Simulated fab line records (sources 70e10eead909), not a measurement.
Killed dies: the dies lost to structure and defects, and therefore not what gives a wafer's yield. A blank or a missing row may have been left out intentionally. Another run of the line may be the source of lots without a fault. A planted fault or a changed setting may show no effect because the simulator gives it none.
Which tool was responsible? ; flow nand harc ; 6 lots, 18 wafers sampled, at 4 steps of a route of 1302

== WHAT EACH GAUGE READ, for each wafer ==
NHARC_A_SOURCE_PLATE_THK_MEAS_09: measures by ellipsometry.
lot;measured;on;thk nm (nm)
L727;day 7 23:32;film metro-01;11.7 9.6 9.7
L730;day 8 23:55;film metro-01;11.3 11.5 10.4
L731;day 9 22:49;film metro-02;10.7 10.4 9.6
L733;day 10 08:23;film metro-01;11.2 9.9 12.3
L735;day 12 00:48;film metro-01;13.5 15.3 16.6 14.0 15.9 14.8
L748;day 17 01:11;film metro-01;12.2 11.0 9.1

== TOOL THAT RAN EACH LOT (tool first, then ch and the chambers of the sampled wafers, then the start) ==
lot;NHARC_A_ZERO_WELL_ETCH_19;NHARC_A_ZERO_WELL_RTA_16;NHARC_A_SOURCE_PLATE_OXIDE_02
L727;rie diel-09 ch 0,2,3, day 7 15:12;rtp anneal-02 ch 0, day 7 16:14;furnace-02 ch 0, day 7 19:32
L730;rie diel-07 ch 0,2, day 8 15:23;rtp anneal-02 ch 0, day 8 16:28;furnace-08 ch 0, day 8 19:50
L731;rie diel-09 ch 0,1,2, day 9 14:47;rtp anneal-02 ch 0, day 9 15:52;furnace-02 ch 0, day 9 18:47
L733;rie diel-07 ch 0,1,3, day 10 02:08;rtp anneal-02 ch 0, day 10 03:08;furnace-08 ch 0, day 10 04:19
L735;rie diel-07 ch 1,3, day 11 06:27;rtp anneal-01 ch 0, day 11 07:28;furnace-02 ch 0, day 11 14:26
L748;rie diel-07 ch 0,2, day 16 16:07;rtp anneal-02 ch 0, day 16 17:43;furnace-08 ch 0, day 16 21:10
- NHARC_A_ZERO_WELL_ETCH_19: etches the open film in N2/H2, target depth 80 nm, overetch 24 nm, time 87.88 s.
- NHARC_A_ZERO_WELL_RTA_16: time 10 s.
- NHARC_A_SOURCE_PLATE_OXIDE_02: material SiO2, target thk 10 nm, ox time 1362 s.

== THE ANSWER, worked out from the rows above alone ==
Rule: the lots themselves supply what counts as usual. The widest of any qualifying gaps counts: lots, ordered by their means at a reading, are off when they make up no more than a third of the lots, leave a main group of 4 or more, and stand apart from it by 3 or more times the standard deviation of that group's means. A main group is skipped when, at the precision printed for the reading in the tables above, its means are all equal. Also off: a lot with no number at a reading for which 4 or more lots have one. Any other lot the step has rows for is counted as sound.
Off: L735 (NHARC_A_SOURCE_PLATE_THK_MEAS_09, thk nm). The main group has a mean of 10.7 nm with a standard deviation of 0.37.
A tool fits if, at a process step before that reading, it ran every lot that is off, and no sound lot after the first of them. The gauges at NHARC_A_SOURCE_PLATE_THK_MEAS_09 are tried like those tools. Undecided on this evidence; 2 tools fit (rtp anneal-01 at NHARC_A_ZERO_WELL_RTA_16, furnace-02 at NHARC_A_SOURCE_PLATE_OXIDE_02).

== WHAT THE SIMULATOR PUT IN ==
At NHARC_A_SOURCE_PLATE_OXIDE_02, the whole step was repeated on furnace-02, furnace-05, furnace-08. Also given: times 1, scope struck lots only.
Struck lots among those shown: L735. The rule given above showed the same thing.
